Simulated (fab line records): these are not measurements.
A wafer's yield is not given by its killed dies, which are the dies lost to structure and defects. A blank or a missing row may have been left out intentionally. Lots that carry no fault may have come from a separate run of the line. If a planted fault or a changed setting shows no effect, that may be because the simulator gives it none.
Matching of chambers -- flow nand_harc -- NHARC_A_WL_FILL_ALD_02 on ald_metal-01 has 4 sister chambers
The step deposits TiN, target thk 2 nm, pulse time 3 s, ald cycles 100. 20 wafers are shown with their chamber, then 10 later ones without.

## EACH WAFER AND ITS CHAMBER
wafer,chamber,heater_power_w (W),precursor_pulse_height_rel
L074.1,0,1057,1.002
L074.2,3,1158,0.980
L074.3,1,1057,0.989
L077.2,2,948,0.992
L077.4,1,1001,0.995
L077.6,2,948,1.001
L079.1,0,1041,1.001
L079.2,3,1163,1.045
L079.3,2,936,0.994
L083.1,2,959,1.017
L083.2,1,1013,1.047
L083.6,3,1096,1.016
L085.1,3,1134,0.980
L085.4,0,1131,0.970
L085.5,3,1133,0.998
L084.2,2,996,1.011
L084.3,3,1136,0.998
L084.6,1,1000,1.010
L087.1,3,1093,0.984
L087.2,0,1124,1.007

SIGNATURES, as means of the wafers listed above
reading,chamber 0,chamber 1,chamber 2,chamber 3,scatter within a chamber
heater_power_w,1088.25,1017.75,957.40,1130.43,30.7
precursor_pulse_height_rel,0.99500,1.01025,1.00300,1.00014,0.0205
Rule: a wafer lies at a distance from a chamber equal to the root of the sum of squares, over the readings, of (its reading less the chamber's mean, divided by the reading's scatter). If the next closest chamber is less than 2 further off than the closest, the wafer can't be placed; otherwise it belongs to the closest. The scatter: take each reading less its chamber's mean, square it, sum over the shown wafers, divide by the number of wafers less the number of chambers, and take the root.

## WAFERS MISSING THEIR CHAMBER
wafer,heater_power_w (W),precursor_pulse_height_rel
L087.4,978,1.014
L089.1,1014,0.979
L089.2,1138,1.006
L089.6,971,1.000
L091.2,960,0.972
L091.3,1136,0.989
L091.4,997,0.988
L092.2,1169,0.999
L092.3,1016,1.027
L092.4,969,0.994

## WHICH CHAMBER EACH ONE RAN IN
wafer,from the rows above,in truth
L087.4,can't be placed: 2 or 1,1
L089.1,can't be placed: 1 or 2 or 0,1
L089.2,can't be placed: 3 or 0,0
L089.6,can't be placed: 2 or 1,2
L091.2,can't be placed: 2 or 1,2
L091.3,can't be placed: 3 or 0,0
L091.4,can't be placed: 1 or 2 or 0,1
L092.2,can't be placed: 3 or 0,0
L092.3,can't be placed: 1 or 2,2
L092.4,can't be placed: 2 or 1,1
Correctly placed: 0 of 10. Can't be placed from these rows: 10 (the true chamber is among the candidates in 10). Wrongly placed: 0.
